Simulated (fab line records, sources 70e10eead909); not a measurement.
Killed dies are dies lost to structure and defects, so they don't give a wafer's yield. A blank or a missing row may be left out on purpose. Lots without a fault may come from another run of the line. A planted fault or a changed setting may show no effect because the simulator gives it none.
fab line records | flow nand_harc
record lots=6 wafers=18 last_day=24
route steps=1159 shown A_CHANNEL_HOLE_D1@460 A_CHANNEL_FILL_D1@490 END@1159
lots that met no fault: from a run of the same line without faults
start_h: hours from the record's first day to the start of the lot's first wafer shown | wait_h: hours since the lot's step before | " the same as in the row above | L1.1+2: a row that stands for several wafers | - no value, or no start given | * or withheld: withheld | < > ~ a bound
route shown NAME@n: a module of which the file shows steps, and the number in the route of the first | usual: mean/standard deviation of fault-free wafers | same: alike in all rows | chamber/n: place in a boat | sites: the reading at each site | _std_site: their standard deviation | _edge_site: outer sites' mean less inner sites' | radius_mm: how far each site lies from the wafer's centre | mask NAME#n: copy n | behind: the tool/chamber that last shaped the wafer | hold: why the lot was held/for how many hours/how that ended | device: the transistor (n, p or np) that didn't switch | end of line: the same wafers' tests at the end of the route | a step without rows: its recipe alone | killed: dies lost to structure and defects at the first sort, not the wafer's yield | map: a wafer's dies, x killed, . not, _ none there
set.NAME: the setting as run; set.NAME@STEP: as run at that earlier step | model.NAME: the simulator's own value behind a step, which no gauge read
lots at some steps of the route; a table a step, a row a wafer
services: from which hour (start_h, from the record's first day; less than 0 if before it) a tool's chamber was out of use, for how many hours, and why
## steps
# step NHARC_A_CHANNEL_HOLE_D1_PEB_08
# recipe peb_temp_c=100 peb_time_s=65
# step NHARC_A_CHANNEL_HOLE_D1_DEVELOP_09
# recipe develop_time_s=35 dev_temp_c=23
# step NHARC_A_CHANNEL_HOLE_D1_CD_MEAS_10
# recipe target_cd_nm=100 landing_energy_ev=500
# usual cd_nm=100.2/0.49
# columns lot.wafer tool chamber start_h wait_h cd_nm
L561.2 cd_sem-01 0 170.40 - 100.2
L561.5 " 0 " " 101.3
L561.6 " 0 " " 99.9
L568.2 cd_sem-02 0 228.44 - 100.4
L568.4 " 0 " " 100.5
L568.6 " 0 " " 100.0
L571.1 cd_sem-01 0 251.48 - 101.0
L571.2 " 0 " " 101.1
L571.4 " 0 " " 101.0
L573.1 cd_sem-01 0 251.81 - 100.0
L573.2 " 0 " " 100.5
L573.4 " 0 " " 100.4
L575.2 cd_sem-01 0 263.30 - 100.9
L575.3 " 0 " " 100.9
L575.6 " 0 " " 100.6
L580.1 cd_sem-03 0 298.15 - 99.9
L580.2 " 0 " " 100.7
L580.3 " 0 " " 99.8
# step NHARC_A_CHANNEL_HOLE_D1_OVL_MEAS_11
# usual overlay_x_nm=0.3/0.82 overlay_y_nm=-0.4/0.87
# columns lot.wafer tool chamber start_h wait_h overlay_x_nm overlay_y_nm
L561.2 overlay-01 - 170.48 - -0.5 -0.4
L561.5 " - " " -0.5 -0.4
L561.6 " - " " -0.9 -0.6
L568.2 overlay-02 - 228.52 - 0.6 -0.4
L568.4 " - " " 1.1 -0.2
L568.6 " - " " 0.9 -0.6
L571.1 overlay-01 - 251.57 - -0.5 -0.7
L571.2 " - " " -0.4 0.5
L571.4 " - " " -0.3 0.5
L573.1 overlay-02 - 251.90 - -0.1 -1.0
L573.2 " - " " -0.9 -1.3
L573.4 " - " " -0.3 -1.6
L575.2 overlay-02 - 263.39 - -0.4 -0.7
L575.3 " - " " -0.5 -1.2
L575.6 " - " " -0.7 -0.7
L580.1 overlay-01 - 298.24 - 0.0 -0.1
L580.2 " - " " -0.2 0.2
L580.3 " - " " -0.1 -0.1
# step NHARC_A_CHANNEL_HOLE_D1_INSPECT_12
# usual raw_defect_count=4.9/2.7
# columns lot.wafer tool chamber start_h wait_h raw_defect_count
L561.2 defect_inspect-02 - 170.52 0.0 4
L561.5 " - " " 5
L561.6 " - " " 8
L568.2 defect_inspect-02 - 228.56 0.0 8
L568.4 " - " " 4
L568.6 " - " " 6
L571.1 defect_inspect-01 - 251.60 0.0 3
L571.2 " - " " 6
L571.4 " - " " 3
L573.1 defect_inspect-01 - 251.94 0.0 9
L573.2 " - " " 1
L573.4 " - " " 4
L575.2 defect_inspect-02 - 263.43 0.0 5
L575.3 " - " " 2
L575.6 " - " " 6
L580.1 defect_inspect-02 - 298.28 0.0 6
L580.2 " - " " 1
L580.3 " - " " 3
# step NHARC_A_CHANNEL_HOLE_D1_DESCUM_15
# recipe time_s=3 o2_flow_sccm=200 ar_flow_sccm=0 bias_power_w=0 chemistry=O2
# step NHARC_A_CHANNEL_HOLE_D1_ETCH_38
# recipe target_depth_a=390 over_etch_frac=0.3 time_s=65 ion_energy_ev=80 cf4_flow_sccm=150 ar_flow_sccm=0 rf_w=300 bias_w=100 chemistry=CF4
# step NHARC_A_CHANNEL_HOLE_D1_ETCH_39
# recipe target_depth_a=2600 over_etch_frac=0.3 time_s=325 ion_energy_ev=200 n2_flow_sccm=150 h2_flow_sccm=150 ar_flow_sccm=0 rf_w=400 bias_w=150 chemistry=N2/H2
# usual drypump_motor_current_A=5.6/0.43 n2_flow_sccm=150.0/0.46 oes_product_au=0.995/0.016 rf_vpp_V=429.7/2 showerhead_plenum_p_Torr=2.01/0.065 throttle_valve_pct=14.171/0.0096
# columns lot.wafer tool chamber start_h wait_h drypump_motor_current_A n2_flow_sccm oes_product_au rf_hours_counter_h rf_vpp_V showerhead_plenum_p_Torr throttle_valve_pct
L561.2 rie_diel-12 0 - - 5.0 149.8 0.992 9 428.3 1.99 14.157
L561.5 " 3 " " 4.9 150.6 0.990 - 432.4 2.10 14.175
L561.6 " 0 " " 5.0 149.7 1.004 - 428.6 1.99 14.155
L568.4 rie_diel-11 1 - - 6.1 150.0 1.002 3 427.2 1.96 14.171
L568.2 " 2 " " 6.2 149.0 0.998 3 429.5 2.04 14.194
L568.6 " 1 " " 6.1 150.1 0.999 - 430.6 1.96 14.186
L571.4 rie_diel-05 1 - - 5.6 149.8 0.994 8 427.4 1.94 14.181
L571.2 " 2 " " 4.9 149.2 0.991 8 428.5 1.97 14.168
L571.1 " 3 " " 5.6 149.8 0.962 7 430.5 2.01 14.187
L573.4 rie_diel-12 3 - - 5.0 150.2 1.011 2 432.6 2.10 14.175
L573.2 " 0 " " 5.0 149.7 0.998 2 429.6 1.99 14.158
L573.1 " 1 " " 5.7 150.8 0.987 2 433.4 2.10 14.162
L575.3 rie_diel-12 0 - - 5.0 151.2 1.011 3 428.3 1.99 14.178
L575.2 " 2 " " 5.9 149.6 1.014 2 432.6 2.08 14.184
L575.6 " 1 " " 5.7 150.5 0.984 - 432.6 2.10 14.175
L580.3 rie_diel-05 1 - - 5.7 150.8 1.004 11 426.9 1.94 14.175
L580.2 " 2 " " 4.9 150.4 0.989 13 428.8 1.97 14.159
L580.1 " 3 " " 5.6 150.1 0.970 12 430.7 2.01 14.170
# step NHARC_A_CHANNEL_HOLE_D1_ETCH_34
# recipe target_depth_a=1540 time_s=77 cf4_flow_sccm=100 chf3_flow_sccm=30 ar_flow_sccm=0 rf_w=500 bias_w=200 chemistry=CF4/CHF3
# step NHARC_A_CHANNEL_HOLE_D1_ETCH_16
# recipe target_depth_a=31000 over_etch_frac=0.3 time_s=806 ion_energy_ev=150 o2_flow_sccm=400 cos_flow_sccm=20 ar_flow_sccm=0 rf_w=500 bias_w=300 chemistry=O2/COS
# step NHARC_A_CHANNEL_HOLE_D1_CD_MEAS_18
# usual cd_nm=99/3.2
# columns lot.wafer tool chamber start_h wait_h cd_nm
L561.2 cd_sem-03 - 171.69 - 95
L561.5 " - " " 99
L561.6 " - " " 96
L568.2 cd_sem-01 - 229.73 - 100
L568.4 " - " " 96
L568.6 " - " " 97
L571.1 cd_sem-01 - 252.77 - 100
L571.2 " - " " 98
L571.4 " - " " 102
L573.1 cd_sem-01 - 253.11 - 105
L573.2 " - " " 106
L573.4 " - " " 98
L575.2 cd_sem-01 - 264.59 - 104
L575.3 " - " " 105
L575.6 " - " " 102
L580.1 cd_sem-03 - 299.44 - 100
L580.2 " - " " 97
L580.3 " - " " 98
# step NHARC_A_CHANNEL_HOLE_D1_ETCH_19
# recipe bias_v=1200 source_w=2500 pressure_mtorr=15 time_s=34.5 ar_flow_sccm=375 c4f8_flow_sccm=28.8 o2_flow_sccm=96.2 temp_c=-20 target_depth_a=* chemistry=C4F8/O2/Ar
# step NHARC_A_CHANNEL_HOLE_D1_ETCH_20
# recipe bias_v=3000 source_w=withheld pressure_mtorr=20 time_s=361.9 ar_flow_sccm=375 c4f8_flow_sccm=89.3 o2_flow_sccm=35.7 temp_c=-20 target_depth_a=16000 chemistry=C4F8/O2/Ar
# usual c4f8_flow_sccm=89.33/0.26 drypump_motor_current_A=5.97/0.25 he_backside_leak_sccm=6.0/0.8 showerhead_plenum_p_Torr=3.73/0.096 throttle_valve_pct=32.156/0.0096
# columns lot.wafer tool chamber start_h wait_h c4f8_flow_sccm drypump_motor_current_A he_backside_leak_sccm rf_hours_counter_h showerhead_plenum_p_Torr throttle_valve_pct
L561.2 har_etch-01 1 171.92 0.1 89.26 5.78 5.3 184 3.60 32.146
L561.6 " 0 " " 89.28 6.28 5.4 - 3.73 32.148
L561.5 " 1 " " 89.03 5.80 5.5 - 3.60 32.153
L568.2 har_etch-01 0 232.56 0.1 88.96 6.29 4.9 212 3.72 32.136
L568.4 " 1 " " 89.95 5.77 5.2 - 3.58 32.166
L568.6 " 0 " " 89.19 6.27 5.4 - 3.72 32.180
L571.1 har_etch-01 1 252.95 0.1 89.22 5.76 5.2 220 3.58 32.154
L571.2 " 0 " " 89.59 6.29 5.1 220 3.71 32.157
L571.4 " 0 " " 89.58 6.35 5.2 - 3.71 32.147
L573.1 har_etch-02 0 256.64 0.1 89.37 5.68 6.4 137 3.72 32.161
L573.2 " 1 " " 89.18 6.19 6.2 137 3.86 32.162
L573.4 " 0 " " 89.48 5.70 6.2 - 3.71 32.161
L575.2 har_etch-02 1 264.79 0.1 89.91 6.14 7.0 141 3.85 32.147
L575.3 " 1 " " 88.91 6.17 6.8 - 3.85 32.148
L575.6 " 0 " " 88.85 5.70 6.4 - 3.71 32.166
L580.2 har_etch-02 0 299.64 0.1 89.08 5.68 6.9 161 3.70 32.145
L580.1 " 1 " " 89.22 6.16 6.2 161 3.84 32.171
L580.3 " 1 " " 89.67 6.16 6.4 - 3.84 32.159
# step NHARC_A_CHANNEL_HOLE_D1_ETCH_21
# recipe bias_v=3000 source_w=withheld pressure_mtorr=20 time_s=514.3 ar_flow_sccm=375 c4f8_flow_sccm=89.3 o2_flow_sccm=35.7 temp_c=-20 target_depth_a=16000 chemistry=C4F8/O2/Ar
# usual c4f8_flow_sccm=89.28/0.26 drypump_motor_current_A=5.97/0.25 he_backside_leak_sccm=6.0/0.85 showerhead_plenum_p_Torr=3.73/0.096 throttle_valve_pct=32.154/0.0091
# columns lot.wafer tool chamber start_h wait_h c4f8_flow_sccm drypump_motor_current_A he_backside_leak_sccm rf_hours_counter_h showerhead_plenum_p_Torr throttle_valve_pct
L561.2 har_etch-01 1 172.25 0.3 89.23 5.73 5.6 184 3.60 32.158
L561.6 " 0 " " 89.10 6.23 5.6 - 3.73 32.159
L561.5 " 1 " " 89.65 5.76 5.5 - 3.60 32.166
L568.2 har_etch-01 0 232.90 0.3 89.19 6.27 5.3 212 3.72 32.159
L568.4 " 1 " " 89.51 5.77 5.1 - 3.58 32.151
L568.6 " 0 " " 88.74 6.27 5.6 - 3.72 32.167
L571.1 har_etch-01 1 253.27 0.3 89.17 5.78 5.2 220 3.58 32.142
L571.2 " 0 " " 89.67 6.28 5.7 220 3.71 32.145
L571.4 " 0 " " 89.42 6.25 5.7 - 3.71 32.164
L573.1 har_etch-02 0 256.96 0.3 89.78 5.73 6.0 137 3.72 32.152
L573.2 " 1 " " 88.93 6.20 6.0 137 3.86 32.165
L573.4 " 0 " " 89.27 5.71 6.4 - 3.71 32.145
L575.2 har_etch-02 1 265.10 0.3 88.62 6.15 6.3 141 3.85 32.163
L575.3 " 1 " " 89.09 6.18 6.1 - 3.85 32.143
L575.6 " 0 " " 89.31 5.71 6.7 - 3.71 32.146
L580.2 har_etch-02 0 299.96 0.3 89.19 5.71 6.6 161 3.70 32.157
L580.1 " 1 " " 89.29 6.15 6.4 161 3.84 32.160
L580.3 " 1 " " 88.95 6.21 6.1 - 3.84 32.157
# step NHARC_A_CHANNEL_HOLE_D1_ETCH_22
# recipe bias_v=3000 source_w=withheld pressure_mtorr=20 time_s=666.7 ar_flow_sccm=375 c4f8_flow_sccm=89.3 o2_flow_sccm=35.7 temp_c=-20 target_depth_a=16000 chemistry=C4F8/O2/Ar
# step NHARC_A_CHANNEL_HOLE_D1_ETCH_23
# recipe bias_v=5000 source_w=withheld pressure_mtorr=20 time_s=819 ar_flow_sccm=375 c4f8_flow_sccm=89.3 o2_flow_sccm=35.7 temp_c=-20 target_depth_a=16000 chemistry=C4F8/O2/Ar
# step NHARC_A_CHANNEL_HOLE_D1_ETCH_24
# recipe bias_v=5000 source_w=withheld pressure_mtorr=20 time_s=906.2 ar_flow_sccm=375 c4f8_flow_sccm=93.8 o2_flow_sccm=31.2 temp_c=-20 target_depth_a=15000 chemistry=C4F8/O2/Ar
# step NHARC_A_CHANNEL_HOLE_D1_ETCH_25
# recipe bias_v=5000 source_w=withheld pressure_mtorr=20 time_s=1040.2 ar_flow_sccm=375 c4f8_flow_sccm=93.8 o2_flow_sccm=31.2 temp_c=-20 target_depth_a=15000 chemistry=C4F8/O2/Ar
# usual c4f8_flow_sccm=93.79/0.3 drypump_motor_current_A=5.97/0.25 he_backside_leak_sccm=5.9/0.5 showerhead_plenum_p_Torr=3.72/0.096 throttle_valve_pct=32.235/0.0088
# columns lot.wafer tool chamber start_h wait_h c4f8_flow_sccm drypump_motor_current_A he_backside_leak_sccm rf_hours_counter_h showerhead_plenum_p_Torr throttle_valve_pct
L561.2 har_etch-01 1 174.81 0.7 93.61 5.77 5.1 187 3.59 32.239
L561.6 " 0 " " 93.92 6.29 5.3 - 3.73 32.239
L561.5 " 1 " " 93.62 5.77 5.2 - 3.59 32.237
L568.2 har_etch-01 0 235.44 0.7 94.26 6.26 5.3 215 3.71 32.234
L568.4 " 1 " " 93.26 5.78 5.4 - 3.58 32.235
L568.6 " 0 " " 93.78 6.26 5.4 - 3.71 32.230
L571.1 har_etch-01 1 255.73 0.6 93.47 5.77 5.5 223 3.57 32.234
L571.2 " 0 " " 93.56 6.26 5.5 223 3.71 32.235
L571.4 " 0 " " 93.66 6.29 5.3 - 3.71 32.231
L573.1 har_etch-02 0 259.43 0.6 93.83 5.70 6.3 140 3.71 32.228
L573.2 " 1 " " 93.91 6.20 6.3 140 3.85 32.221
L573.4 " 0 " " 93.67 5.67 6.5 - 3.71 32.232
L575.2 har_etch-02 1 267.58 0.6 93.74 6.20 5.8 144 3.85 32.240
L575.3 " 1 " " 93.53 6.20 5.9 - 3.85 32.230
L575.6 " 0 " " 93.80 5.70 6.4 - 3.71 32.246
L580.2 har_etch-02 0 302.42 0.6 93.76 5.69 6.9 164 3.70 32.248
L580.1 " 1 " " 93.71 6.22 6.6 164 3.83 32.243
L580.3 " 1 " " 93.76 6.17 7.2 - 3.84 32.241
# step NHARC_A_CHANNEL_HOLE_D1_ETCH_26
# recipe bias_v=300 source_w=2000 pressure_mtorr=30 time_s=224.1 ar_flow_sccm=375 c4f8_flow_sccm=11.4 o2_flow_sccm=113.6 temp_c=-20 target_depth_a=3000 chemistry=C4F8/O2/Ar
# step NHARC_A_CHANNEL_HOLE_D1_ETCH_33
# recipe bias_v=400 source_w=2000 pressure_mtorr=25 time_s=90 ar_flow_sccm=375 c4f8_flow_sccm=41.7 o2_flow_sccm=83.3 temp_c=-20 target_depth_a=4000 chemistry=C4F8/O2/Ar
# step NHARC_A_CHANNEL_HOLE_D1_STRIP_41
# recipe n2_flow_sccm=150 h2_flow_sccm=150 ar_flow_sccm=0 bias_w=0 chemistry=N2/H2
# step NHARC_A_CHANNEL_HOLE_D1_STRIP_42
# recipe cf4_flow_sccm=100 chf3_flow_sccm=30 ar_flow_sccm=0 bias_w=0 chemistry=CF4/CHF3
# step NHARC_A_CHANNEL_HOLE_D1_STRIP_43
# recipe o2_flow_sccm=400 cos_flow_sccm=20 ar_flow_sccm=0 bias_w=0 chemistry=O2/COS
# step NHARC_A_CHANNEL_HOLE_D1_ETCH_44
# recipe target_depth_a=1400 overetch_a=140 time_s=77 ion_energy_ev=100 cf4_flow_sccm=80 o2_flow_sccm=20 ar_flow_sccm=0 rf_w=300 bias_w=100 chemistry=CF4/O2
# usual drypump_motor_current_A=5.6/0.43 oes_ar_750_au=1.000/0.0044 oes_product_au=0.995/0.015 rf_vpp_V=197.7/1.3 showerhead_plenum_p_Torr=1.32/0.041 throttle_valve_pct=13.397/0.0086
# columns lot.wafer tool chamber start_h wait_h drypump_motor_current_A oes_ar_750_au oes_product_au rf_hours_counter_h rf_vpp_V showerhead_plenum_p_Torr throttle_valve_pct
L561.2 rie_diel-05 0 176.49 0.1 6.0 0.996 0.991 0 195.7 1.26 13.399
L561.5 " 2 " " 4.9 1.010 0.979 - 198.1 1.29 13.407
L561.6 " 3 " " 5.6 0.994 0.956 - 198.7 1.32 13.399
L568.2 rie_diel-12 3 237.12 0.1 4.9 1.001 1.004 1 199.0 1.37 13.401
L568.4 " 1 " " 5.7 0.998 0.982 1 199.0 1.38 13.393
L568.6 " 0 " " 5.0 1.004 1.000 - 196.9 1.30 13.396
L571.4 rie_diel-11 0 257.55 0.1 5.9 0.997 1.013 5 197.3 1.31 13.407
L571.1 " 1 " " 6.1 0.997 0.986 6 195.8 1.29 13.396
L571.2 " 3 " " 5.8 0.996 1.006 5 198.7 1.38 13.387
L573.2 rie_diel-11 2 261.25 0.1 6.2 0.998 0.990 5 198.7 1.33 13.379
L573.4 " 3 " " 5.8 1.004 0.990 5 200.1 1.38 13.379
L573.1 " 1 " " 6.1 1.000 0.988 6 198.6 1.29 13.401
L575.3 rie_diel-12 1 269.42 0.1 5.7 1.004 0.982 3 198.5 1.38 13.395
L575.2 " 2 " " 5.9 0.991 1.012 3 198.5 1.36 13.407
L575.6 " 0 " " 5.0 0.997 0.996 - 196.6 1.30 13.392
L580.3 rie_diel-11 3 304.24 0.1 5.8 0.999 1.003 7 197.0 1.38 13.387
L580.2 " 0 " " 5.9 0.996 1.015 8 197.3 1.31 13.390
L580.1 " 2 " " 6.2 1.000 0.977 8 198.7 1.33 13.404
# step NHARC_A_CHANNEL_HOLE_D1_STRIP_27
# recipe o2_flow_sccm=500 ar_flow_sccm=0 bias_w=0 chemistry=O2
# step NHARC_A_CHANNEL_HOLE_D1_PRECLEAN_28
# recipe time_s=* temp_c=50 bath_age_min=0 chemistry=SC1
# step NHARC_A_CHANNEL_HOLE_D1_SRD_29
# step NHARC_A_CHANNEL_HOLE_D1_CD_MEAS_30
# usual cd_nm=90.5/1.4
# columns lot.wafer tool chamber start_h wait_h cd_nm
L561.2 cd_sem-02 - 177.28 - 87.9
L561.5 " - " " 90.1
L561.6 " - " " 90.7
L568.2 cd_sem-01 - 237.92 - 87.4
L568.4 " - " " 92.7
L568.6 " - " " 90.1
L571.1 cd_sem-02 - 258.35 - 93.3
L571.2 " - " " 92.2
L571.4 " - " " 89.6
L573.1 cd_sem-02 - 262.05 - 92.5
L573.2 " - " " 92.5
L573.4 " - " " 91.7
L575.2 cd_sem-01 - 270.21 - 91.5
L575.3 " - " " 91.7
L575.6 " - " " 92.2
L580.1 cd_sem-01 - 305.05 - 90.3
L580.2 " - " " 90.5
L580.3 " - " " 90.4
# step NHARC_A_CHANNEL_HOLE_D1_XSEM_31
# recipe landing_energy_ev=35000
# usual bot_cd_nm=75.1/1.6 bow_nm=8.48/0.23 tilt_deg=0.08/0.044
# columns lot.wafer tool chamber start_h wait_h bot_cd_nm bow_nm tilt_deg
L561.2 xsem-02 0 177.37 0.1 72.8 8.70 0.12
L561.5 " 0 " " 74.8 8.73 0.12
L561.6 " 0 " " 75.5 8.69 0.12
L568.2 xsem-02 0 238.02 0.1 71.6 8.80 0.07
L568.4 " 0 " " 77.8 8.81 0.07
L568.6 " 0 " " 74.9 8.73 0.07
L571.1 xsem-01 0 258.43 0.1 78.0 8.44 -0.01
L571.2 " 0 " " 76.9 8.46 -0.01
L571.4 " 0 " " 74.7 8.44 -0.01
L573.1 xsem-02 0 262.14 0.1 78.0 8.69 0.08
L573.2 " 0 " " 76.9 8.64 0.08
L573.4 " 0 " " 76.3 8.60 0.08
L575.2 xsem-01 0 270.29 0.1 75.1 8.55 0.08
L575.3 " 0 " " 74.8 8.45 0.08
L575.6 " 0 " " 76.3 8.59 0.08
L580.1 xsem-01 0 305.13 0.1 74.6 8.30 0.04
L580.2 " 0 " " 75.3 8.34 0.04
L580.3 " 0 " " 75.0 8.36 0.04
# step NHARC_A_CHANNEL_HOLE_D1_INSPECT_40
# usual raw_defect_count=56/16
# columns lot.wafer tool chamber start_h wait_h raw_defect_count
L561.2 defect_inspect-01 - 177.47 - 43
L561.5 " - " " 41
L561.6 " - " " 47
L568.2 defect_inspect-01 - 238.11 - 289
L568.4 " - " " 312
L568.6 " - " " 316
L571.1 defect_inspect-02 - 258.53 - 309
L571.2 " - " " 304
L571.4 " - " " 329
L573.1 defect_inspect-01 - 262.24 - 69
L573.2 " - " " 84
L573.4 " - " " 76
L575.2 defect_inspect-02 - 270.39 - 38
L575.3 " - " " 42
L575.6 " - " " 35
L580.1 defect_inspect-01 - 305.23 - 48
L580.2 " - " " 44
L580.3 " - " " 39
# step NHARC_A_CHANNEL_FILL_D1_PRECLEAN_00
# recipe time_s=* temp_c=50 bath_age_min=0 chemistry=SC1
# step NHARC_END_SORT_01
# recipe temp_c=25
# usual killed_at_array=31/11 killed_at_other=0.5/0.78 killed_at_periphery=3.0/2 killed_dies=34/12 killed_open=3.2/2 killed_short=1.9/1.6
# same gross_dies=677
# columns lot.wafer tool chamber start_h wait_h killed_at_array killed_at_other killed_at_periphery killed_dies killed_open killed_short
L568.2 prober-02 0 497.89 2.8 90 0 4 94 3 2
L568.4 prober-02 0 499.49 3.4 98 0 1 99 1 1
L568.6 prober-02 0 501.09 4.0 98 1 1 100 3 1
L571.1 prober-02 0 510.06 2.5 100 0 3 103 4 3
L571.2 prober-02 0 510.87 2.8 97 0 3 100 5 6
L571.4 prober-02 0 512.47 3.4 112 0 1 113 5 2
L573.1 prober-01 0 517.79 2.5 26 1 3 30 4 1
L573.2 prober-01 0 518.60 2.8 19 1 2 22 1 0
L573.4 prober-01 0 520.21 3.4 28 0 6 34 2 4
L575.2 prober-01 0 541.63 2.8 37 1 2 40 4 4
L575.3 prober-01 0 542.43 3.1 33 1 1 35 3 0
L575.6 prober-01 0 544.84 4.0 31 0 5 36 6 0
# killed by level:class
L568.2 A_CHANNEL_HOLE_D1:unspecified=63 A_SLIT:chamber_film_flake=12 A_CHANNEL_HOLE_D1:chamber_film_flake=4 A_STAIRCASE:chamber_film_flake=4 P_ZERO_WELL:chamber_film_flake=3 A_CONTACT:chamber_film_flake=3 P_CONTACT:geometric_particle:short=1 A_SOURCE_PLATE:geometric_particle:open=1
L568.4 A_CHANNEL_HOLE_D1:unspecified=68 A_SLIT:chamber_film_flake=15 A_CHANNEL_HOLE_D1:chamber_film_flake=6 A_CONTACT:chamber_film_flake=4 A_STAIRCASE:chamber_film_flake=3 A_CHANNEL_FILL_D1:geometric_particle:short=1 A_M0:geometric_particle:open=1 P_GATE:chamber_film_flake=1
L568.6 A_CHANNEL_HOLE_D1:unspecified=69 A_SLIT:chamber_film_flake=14 A_STAIRCASE:chamber_film_flake=8 A_CHANNEL_HOLE_D1:chamber_film_flake=4 A_M0:geometric_particle:open=2 P_GATE:geometric_particle:short=1 STARTING-WAFER:geometric_particle:open=1 A_CONTACT:chamber_film_flake=1
L571.1 A_CHANNEL_HOLE_D1:unspecified=71 A_SLIT:chamber_film_flake=14 A_STAIRCASE:chamber_film_flake=5 A_CHANNEL_HOLE_D1:chamber_film_flake=4 P_GATE:geometric_particle:open=1 P_CONTACT:geometric_particle:open=1 P_M0:geometric_particle:open=1 A_CHANNEL_HOLE_D1:geometric_particle:short=1
L571.2 A_CHANNEL_HOLE_D1:unspecified=69 A_STAIRCASE:chamber_film_flake=7 A_CHANNEL_HOLE_D1:chamber_film_flake=5 A_ONON_D1:geometric_particle:short=4 A_SLIT:chamber_film_flake=4 A_CHANNEL_FILL_D1:geometric_particle:open=2 A_CHANNEL_FILL_D1:chamber_film_flake=2 P_CONTACT:geometric_particle:open=1
L571.4 A_CHANNEL_HOLE_D1:unspecified=69 A_SLIT:chamber_film_flake=19 A_STAIRCASE:chamber_film_flake=9 A_CHANNEL_HOLE_D1:chamber_film_flake=6 A_M0:geometric_particle:open=2 A_CONTACT:chamber_film_flake=2 P_M1:geometric_particle:open=1 A_SOURCE_PLATE:geometric_particle:short=1
L573.1 A_SLIT:chamber_film_flake=14 A_CHANNEL_HOLE_D1:chamber_film_flake=6 P_STI:chamber_film_flake=2 A_CONTACT:chamber_film_flake=2 P_CONTACT:geometric_particle:open=1 A_WL_FILL:geometric_particle:open=1 A_BLC:geometric_particle:open=1 A_M1:geometric_particle:open=1
L573.2 A_SLIT:chamber_film_flake=15 A_CHANNEL_HOLE_D1:chamber_film_flake=3 A_ONON_D1:geometric_particle:open=1 P_ZERO_WELL:chamber_film_flake=1 P_STI:chamber_film_flake=1 THIN_TSV:chamber_film_flake=1
L573.4 A_SLIT:chamber_film_flake=13 A_CHANNEL_HOLE_D1:chamber_film_flake=8 A_CONTACT:chamber_film_flake=3 P_STI:chamber_film_flake=2 P_M0:geometric_particle:open=1 P_M0:geometric_particle:short=1 A_SOURCE_PLATE:geometric_particle:short=1 A_CHANNEL_FILL_D1:geometric_particle:short=1
L575.2 A_SLIT:chamber_film_flake=16 A_STAIRCASE:chamber_film_flake=6 A_CHANNEL_HOLE_D1:chamber_film_flake=5 A_CONTACT:chamber_film_flake=3 P_CONTACT:geometric_particle:short=1 P_CONTACT:geometric_particle:open=1 A_CHANNEL_HOLE_D1:geometric_particle:short=1 A_CHANNEL_FILL_D1:geometric_particle:short=1
L575.3 A_SLIT:chamber_film_flake=16 A_CHANNEL_HOLE_D1:chamber_film_flake=8 A_STAIRCASE:chamber_film_flake=6 P_M1:geometric_particle:open=1 A_ONON_D1:geometric_particle:open=1 A_CONTACT:geometric_particle:open=1 A_CHANNEL_FILL_D1:chamber_film_flake=1 THIN_TSV:chamber_film_flake=1
L575.6 A_CHANNEL_HOLE_D1:chamber_film_flake=11 A_SLIT:chamber_film_flake=9 A_STAIRCASE:chamber_film_flake=3 A_CONTACT:chamber_film_flake=3 A_CONTACT:geometric_particle:open=2 P_M1:chamber_film_flake=2 A_CHANNEL_FILL_D1:geometric_particle:open=1 P_GATE:geometric_particle:open=1
# map L568.6 (x killed, . not)
____________.____________
_________......._________
_______..........._______
______.............______
_____..............._____
____.................____
____.................____
___...................___
___...................___
__.....................__
__...............x.....__
_......................._
_........x......x......._
_.................x....._
_..................x...._
_.................x....._
.................x.x.....
.....x..........xxxx.....
...............xx........
...............x.x.......
...............x.........
_.............xxx......._
_..............x...x...._
_x..........x..xxxxxx..._
_.............xxxxxx..x._
_..........x.xxxxxxx...._
__........x..xxxxxxxxx.__
__............xxxxxxxx.__
___.....x.....xxxxxxx.___
___..........xxxxxxx..___
____....x......xxxxx.____
____.........xxxxxx.x____
_____..x......xxxxx._____
______......x.x....______
_______..........._______
_________......._________
____________.____________
# map L571.4 (x killed, . not)
____________.____________
_________......._________
_______..........._______
______.............______
_____..............._____
____.................____
____.................____
___...................___
___.x........x........___
__...........x.........__
__.....................__
_........x.............._
_................xx...xx_
_.............xx.x.x...._
_..............x.x.x...._
_.................xxx..._
...............x.x......x
..................xxx....
................x.x.x....
...x...........x.........
x...............x.xxx....
_...............xx......_
_...............x.xx...._
_x....x......xxxxxx....._
_............xxxxxxx.x.._
_.............xxxxx.x..._
__..x.......xxxxxxxx...__
__..........x.xxxxxxx..__
___..........xxxxxxxxx___
___x.........xxxxxxx..___
____......x....xxxxx.____
____...........xxxxx.____
_____.........x..xxx_____
______..........x.x______
_______..........._______
_________...x..._________
____________.____________
## services
# columns tool chamber start_h hours kind
rie_diel-12 0 157.18 - clean
rie_diel-12 1 157.18 - clean
rie_diel-12 2 157.18 - clean
rie_diel-12 3 157.18 - clean
rie_diel-05 - 163.62 9.0 pm
rie_diel-11 0 174.02 9.4 repair
rie_diel-12 0 181.68 - clean
rie_diel-12 1 181.68 - clean
rie_diel-12 2 181.68 - clean
rie_diel-12 3 181.68 - clean
rie_diel-12 3 183.88 6.7 repair
rie_diel-11 - 189.50 9.0 pm
rie_diel-11 2 200.68 1.2 repair
rie_diel-12 - 202.68 9.0 pm
rie_diel-12 0 202.68 9.0 vent_cycle
rie_diel-05 1 204.46 4.9 repair
rie_diel-05 3 221.86 1.8 repair
rie_diel-11 1 264.48 10.8 repair
rie_diel-12 1 295.70 2.5 repair
xsem-02 - 302.00 14.0 pm
rie_diel-12 0 302.92 10.5 repair
har_etch-01 - 305.00 17.0 pm
har_etch-01 0 305.00 17.0 vent_cycle
har_etch-01 1 305.00 17.0 vent_cycle
## key
first_sign step=NHARC_A_CHANNEL_HOLE_D1_INSPECT_40 reading=raw_defect_count direction=up sigmas=16 usual=56 struck=310
effect step=NHARC_END_SORT_01 reading=killed_at_array direction=up sigmas=6.2 usual=31 struck=99
more_kills_born_at NHARC_A_CHANNEL_HOLE_D1_ETCH_20@har_etch-01=350
met_at NHARC_A_CHANNEL_HOLE_D1_ETCH_20
struck_wafers L568.2,L568.4,L568.6,L571.1,L571.2,L571.4
tester_left_out L568,L571
onset_between 171.92 232.56
also_fits NHARC_A_CHANNEL_HOLE_D1_ETCH_21:har_etch-01,NHARC_A_CHANNEL_HOLE_D1_ETCH_25:har_etch-01
fault kind=chamber_particle_source tool=har_etch-01 chamber=- onset_h=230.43 steps=NHARC_A_CHANNEL_HOLE_D1_ETCH_20 rate_per_visit_cm2=0.37787 end_h=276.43
# tester_left_out: of these lots the tester's yield and bins aren't shown, on N5 and GAA mostly nor the transistor test; their killed dies are dies lost to structure and defects alone, not to doping, threshold or leakage, so they don't give the yield
